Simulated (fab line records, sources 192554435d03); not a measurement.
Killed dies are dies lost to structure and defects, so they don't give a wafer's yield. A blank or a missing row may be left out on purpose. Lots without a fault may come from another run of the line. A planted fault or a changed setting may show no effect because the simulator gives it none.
fab line records | flow n5_finfet
record lots=3 wafers=9 last_day=16
route steps=1938 shown BEOL_M6@1203 PASSIVATION@1936
lots that met no fault: from a run of the same line without faults
start_h: hours from the record's first day to the start of the lot's first wafer shown | wait_h: hours since the lot's step before | " the same as in the row above | L1.1+2: a row that stands for several wafers | - no value, or no start given | * or withheld: withheld | < > ~ a bound
route shown NAME@n: a module of which the file shows steps, and the number in the route of the first | usual: mean/standard deviation of fault-free wafers | same: alike in all rows | chamber/n: place in a boat | sites: the reading at each site | _std_site: their standard deviation | _edge_site: outer sites' mean less inner sites' | radius_mm: how far each site lies from the wafer's centre | mask NAME#n: copy n | behind: the tool/chamber that last shaped the wafer | hold: why the lot was held/for how many hours/how that ended | device: the transistor (n, p or np) that didn't switch | end of line: the same wafers' tests at the end of the route | a step without rows: its recipe alone | killed: dies lost to structure and defects at the first sort, not the wafer's yield | map: a wafer's dies, x killed, . not, _ none there
set.NAME: the setting as run; set.NAME@STEP: as run at that earlier step | model.NAME: the simulator's own value behind a step, which no gauge read
lots at some steps of the route; a table a step, a row a wafer
services: from which hour (start_h, from the record's first day; less than 0 if before it) a tool's chamber was out of use, for how many hours, and why
## steps
# step N5_BEOL_M6_SOFTBAKE_06
# recipe temp_c=110 time_s=60 resist=CAR-ArF
# step N5_BEOL_M6_EXPOSE_08
# recipe mask_id=M6 na=1.35 source_shape=dipole sigma_inner=0.817 sigma_outer=0.97 polarization=te dose_mj=68.25
# step N5_BEOL_M6_PEB_09
# recipe peb_temp_c=withheld peb_time_s=60 resist=CAR-ArF
# step N5_BEOL_M6_DEVELOP_10
# recipe develop_time_s=30 developer=TMAH resist=CAR-ArF rinse_liquid=diw dry=air_spin dev_temp_c=23
# step N5_BEOL_M6_DESCUM_16
# recipe chemistry=O2 time_s=7.9 source_power_w=50 bias_power_w=20 pressure_mtorr=20 rf_frequency_hz=2.712e+07 temp_c=40 resist=CAR-ArF o2_flow_sccm=225
# step N5_BEOL_M6_ETCH_61
# recipe chemistry=CF4 target=SiARC target_depth_a=455 mask_material=CAR-ArF time_s=75.8 ion_energy_ev=80 pressure_mtorr=40 source_w=545 bias_w=36 Ar_flow_sccm=100 cf4_flow_sccm=100 ends=cleared
# step N5_BEOL_M6_ETCH_62
# recipe chemistry=N2/H2 target=SOC target_depth_a=1100 overetch_a=220 mask_material=SiARC temp_c=40 time_s=165 ion_energy_ev=200 pressure_mtorr=30 source_w=840 bias_w=150 n2_flow_sccm=200 h2_flow_sccm=200
# step N5_BEOL_M6_STRIP_68
# recipe chemistry=N2/H2 temp_c=40 n2_flow_sccm=200 h2_flow_sccm=200 rf_frequency_hz=6e+07
# step N5_BEOL_M6_STRIP_67
# recipe chemistry=CF4 resist=SiARC power_w=300 bias_power_w=75 pressure_mtorr=50 cf4_flow_sccm=150 rf_frequency_hz=6e+07
# step N5_BEOL_M6_HM_OPEN_17
# recipe chemistry=Cl2/BCl3 target_depth_a=200 overetch_a=60 target=TiN mask_material=SOC ion_energy_ev=150 pressure_mtorr=10 icp_w=1000 bias_w=126 Cl2_flow_sccm=53.25 bcl3_flow_sccm=21.75 Ar_flow_sccm=25
# usual chamber_pressure_mTorr=10.000/0.0079 drypump_motor_current_A=5.4/0.42 mfc_ar_sccm=25.00/0.07 oes_product_au=0.72/0.077 throttle_valve_pct=22.1/0.36
# columns lot.wafer tool chamber start_h wait_h chamber_pressure_mTorr drypump_motor_current_A mfc_ar_sccm oes_product_au rf_hours_counter_h throttle_valve_pct
L413.1 rie_metal-02 0 198.39 0.0 10.003 6.0 24.99 0.78 5 21.6
L413.2 " 1 " " 10.003 6.1 24.91 0.51 128 22.5
L413.6 " 1 " " 10.002 6.1 24.99 0.51 - 22.5
L419.4 rie_metal-01 0 235.70 0.1 10.005 5.0 25.03 0.64 - 21.7
L419.5 " 0 " " 10.011 5.1 25.04 0.64 - 21.6
L419.6 " 1 " " 10.017 5.1 25.06 0.81 - 22.3
L428.2 rie_metal-01 1 291.51 0.0 10.001 5.1 25.16 0.77 8 22.3
L428.4 " 0 " " 9.992 5.1 25.09 0.64 - 21.6
L428.5 " 1 " " 10.001 5.1 24.98 0.77 - 22.3
# step N5_BEOL_M6_STRIP_19
# recipe chemistry=O2 power_w=400 temp_c=40 pressure_mtorr=30 rf_frequency_hz=6e+07 bias_power_w=0 overash_fraction=0.2 o2_flow_sccm=225
# step N5_BEOL_M6_COAT_63
# recipe resist=SOC temp_c=250 time_s=60 spin_rpm=1500 resist_thk_nm=60
# step N5_BEOL_M6_COAT_64
# recipe resist=SiARC temp_c=220 time_s=60 spin_rpm=1500 resist_thk_nm=12
# step N5_BEOL_M6_COAT_71
# recipe resist=underlayer temp_c=205 time_s=60 spin_rpm=1500 resist_thk_nm=5
# step N5_BEOL_M6_COAT_22
# recipe resist=CAR-EUV spin_rpm=1500 resist_thk_nm=30
# step N5_BEOL_M6_EBR_24
# recipe solvent=PGMEA ebr_width_mm=1.5
# step N5_BEOL_M6_SOFTBAKE_23
# recipe temp_c=110 time_s=60 resist=CAR-EUV
# step N5_BEOL_M6_EXPOSE_25
# recipe mask_id=V5 na=0.33 source_shape=annular sigma_inner=0.4 sigma_outer=0.8 polarization=unpolarized target_cd_nm=40 dose_mj=45
# step N5_BEOL_M6_PEB_26
# recipe peb_temp_c=100 peb_time_s=60 resist=CAR-EUV
# step N5_BEOL_M6_DEVELOP_27
# recipe develop_time_s=30 developer=TMAH resist=CAR-EUV rinse_liquid=surfactant_rinse dry=air_spin dev_temp_c=23
# step N5_BEOL_M6_DESCUM_33
# recipe chemistry=O2 time_s=7 source_power_w=50 bias_power_w=20 pressure_mtorr=20 rf_frequency_hz=2.712e+07 temp_c=40 resist=CAR-EUV o2_flow_sccm=225
# step N5_BEOL_M6_ETCH_72
# recipe chemistry=N2/H2 target=underlayer target_depth_a=65 mask_material=CAR-EUV time_s=5.2 ion_energy_ev=200 pressure_mtorr=30 source_w=840 bias_w=150 n2_flow_sccm=200 h2_flow_sccm=200 ends=cleared
# step N5_BEOL_M6_ETCH_65
# recipe chemistry=CF4 target=SiARC target_depth_a=156 mask_material=CAR-EUV time_s=26 ion_energy_ev=80 pressure_mtorr=40 source_w=545 bias_w=36 Ar_flow_sccm=100 cf4_flow_sccm=100 ends=cleared
# step N5_BEOL_M6_ETCH_66
# recipe chemistry=N2/H2 target=SOC target_depth_a=800 overetch_a=160 mask_material=SiARC temp_c=40 time_s=120 ion_energy_ev=200 pressure_mtorr=30 source_w=840 bias_w=150 n2_flow_sccm=200 h2_flow_sccm=200
# step N5_BEOL_M6_STRIP_69
# recipe chemistry=N2/H2 temp_c=40 n2_flow_sccm=200 h2_flow_sccm=200 rf_frequency_hz=6e+07
# step N5_BEOL_M6_STRIP_73
# recipe chemistry=N2/H2 temp_c=40 n2_flow_sccm=200 h2_flow_sccm=200 rf_frequency_hz=6e+07
# step N5_BEOL_M6_VIA_ETCH_34
# recipe chemistry=C4F6/O2 target=SiCOH_lowk target_depth_a=1263 mask_material=SOC taper_deg=4 time_s=50.9 ion_energy_ev=250 pressure_mtorr=30 source_w=345 bias_w=185 Ar_flow_sccm=300 C4F6_flow_sccm=10 O2_flow_sccm=10
# step N5_BEOL_M6_STRIP_76
# recipe chemistry=C4F6/O2 resist=SiARC rf_frequency_hz=6e+07
# step N5_BEOL_M6_STRIP_36
# recipe chemistry=N2/H2 power_w=450 temp_c=40 pressure_mtorr=20 rf_frequency_hz=6e+07 overash_fraction=0.3 bias_power_w=7 h2_frac=0.5 n2_flow_sccm=200 h2_flow_sccm=200
# step N5_BEOL_M6_TRENCH_ETCH_37
# recipe chemistry=C4F6/O2 target_depth_a=944.35 target=SiCOH_lowk time_s=31.5 ion_energy_ev=250 pressure_mtorr=30 source_w=345 bias_w=185 Ar_flow_sccm=300 C4F6_flow_sccm=10 O2_flow_sccm=10
# step N5_BEOL_M6_ETCH_41
# recipe chemistry=CH3F/O2 target=SiCN target_depth_a=297 taper_deg=2 time_s=52 ion_energy_ev=120 mask_material=TiN pressure_mtorr=30 source_w=395 bias_w=75 Ar_flow_sccm=150 CH3F_flow_sccm=30 O2_flow_sccm=20
# step N5_BEOL_M6_STRIP_80
# recipe chemistry=N2/H2 time_s=10 power_w=450 temp_c=40 pressure_mtorr=20 rf_frequency_hz=6e+07 bias_power_w=7 n2_flow_sccm=200 h2_flow_sccm=200
# step N5_BEOL_M6_HM_STRIP_39
# recipe chemistry=peroxide_tin_strip material=TiN target_depth_a=250 temp_c=50 time_s=158
# step N5_BEOL_M6_SRD_40
# recipe time_s=30 temp_c=23 rinse_liquid=diw dry=ipa_marangoni
# step N5_PASSIVATION_PROBE_49
# usual defect_limited_yield=91.4/1.5 killed_at_M0_to_M3=35/11 killed_at_M4_up=16/7 killed_at_contacts=11/5.3 killed_at_front_end=37/11 killed_at_other=3.1/2.8 killed_dies=102/18 killed_on_rim=13/3.7 killed_open=69/15 killed_short=31/7.8 sort_bin_5_function=5.1/1.1 sort_bin_6_memory=3.2/0.69 sort_n_pass=1078/18 sort_yield_pct=91.4/1.5
# same gross_dies=1180 killed_at_back_side=0 sort_bin_4_leakage[%]=0 sort_bin_8_speed[%]=0
# columns lot.wafer tool chamber start_h wait_h defect_limited_yield[%] killed_at_M0_to_M3 killed_at_M4_up killed_at_contacts killed_at_front_end killed_at_other killed_dies killed_on_rim killed_open killed_short sort_bin_5_function[%] sort_bin_6_memory[%] sort_n_pass sort_yield_pct[%]
L419.6 prober-01 - 330.25 0.3 92.2 35 14 7 32 4 92 11 52 35 4.3 2.8 1088 92.2
L428.4 prober-02 - 383.34 0.2 83.6 40 102 3 39 10 194 28 79 29 9.4 5.7 986 83.6
# killed by level:class
L419.6 BEOL_M1:geometric_particle:open=11 BEOL_M0_SAQP:geometric_particle:short=7 FIN_SAQP:geometric_particle:short=6 MOL_CONTACT_COAG:geometric_particle:open=5 BEOL_M1:geometric_particle:short=5 BEOL_M3:geometric_particle:open=5 BEOL_M7:geometric_particle:open=5 DUMMY_GATE:geometric_particle:open=4
L428.4 BEOL_M6:unspecified=83 BEOL_M3:geometric_particle:open=10 BEOL_M2:geometric_particle:open=9 FIN_SAQP:geometric_particle:open=8 BEOL_M4:geometric_particle:open=8 BEOL_M1:geometric_particle:open=6 FIN_SAQP:geometric_particle:short=5 STI_FIN_REVEAL:geometric_particle:open=4
# map L428.4 (x killed, . not)
_________________...x........________________
______________..xx........x....._____________
___________.......x................__________
__________......................x..._________
________...............x...x.........._______
_______..............x....x.x..........______
______x................x.x...x.........._____
_____..x..x.............x.xx...x..x......____
____.................x...............x....___
___.x.x.........x..........x...xx..........__
___.x...x.x..............x.....x.....x.....__
__..........x...x...x............x.......x.._
__.............x.............x.........x...._
_.....x........x.x....x.....................x
_.........x..............x............x.....x
_.......x....x...........................xx..
_......x..............x...........x.xxx......
_.x.......x.....x......x.......x.....x...x...
_..........................x..xx.............
_......................xx....x...x..........x
_...x............x........x.......x.x.......x
__.....x...x.........x........x............._
__..x....................x.x.....xx........._
___......x...x.....................xx...x..__
___.............x....x.....................__
____..........x.x..........x...x..........___
_____.....x.xxxxxx.......................____
______..x.xxxxxxxx..xx.......xx.......x._____
_______.x..xxxxxxxxxxxxx...........x...______
________.xxxxxxxxxxxxxx..............._______
__________.xxxxxxxxxxxx............._________
___________xxxxxxxxxxx.x.........x.__________
______________xxxxxxxx....xx...._____________
_________________xxx....x...x________________
# map L419.5 (x killed, . not)
_________________............________________
______________................x._____________
___________x....x..........x.......__________
__________......x..............x...._________
________...................x.......x.._______
_______.x................x.............______
______.x.........................x.x...._____
_____..........x...x...x..........x......____
____.........................x.x..x....x..___
___....x..x......x......................x..__
___.......................x.....x..........__
__................x...x....................x_
__..x..............x..x.....x.....x........._
_.......x.x.....x............x.......x.......
_..........x...........x.....................
_............x...x.........x....x............
_...........x.........x...........x.....x.x..
_........x.............................x.....
_...........x............x........x..........
_...xx.x.x.......x..x..x...........x.......x.
_..x....................x.......x.....xxx....
__............x.........x..x.x...x......x..._
__...........x........x......x.............._
___......x.......x...................x.....__
___.............x.........x....xx.x........__
____............x.................x.......___
_____.....x....x.............x...........____
______.............................x...x_____
_______x....x.x....x............x......______
________.............................x_______
__________..x......................._________
___________.........x..........x...__________
______________x.x..............._____________
_________________............________________
## services
# columns tool chamber start_h hours kind
rie_metal-01 1 190.93 - clean
rie_metal-01 1 190.93 20.5 scheduled_down
rie_metal-01 1 190.93 20.5 vent_cycle
rie_metal-02 1 211.21 - clean
rie_metal-02 1 211.21 17.9 scheduled_down
rie_metal-02 1 211.21 17.9 vent_cycle
rie_metal-02 - 232.71 14.6 pm
rie_metal-02 1 266.73 10.1 repair
## key
first_sign step=N5_PASSIVATION_PROBE_49 reading=killed_at_M4_up direction=up sigmas=12 usual=16 struck=102
effect step=N5_PASSIVATION_PROBE_49 reading=killed_dies direction=up sigmas=5 usual=102 struck=194
more_kills_born_at N5_BEOL_M6_HM_OPEN_17@rie_metal-01=83
met_at N5_BEOL_M6_HM_OPEN_17
struck_wafers L428.4
onset_between 235.70 291.51
fault kind=chamber_particle_source tool=rie_metal-01 chamber=0 onset_h=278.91 steps=N5_BEOL_M6_HM_OPEN_17 rate_per_visit_cm2=0.5065 end_h=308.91
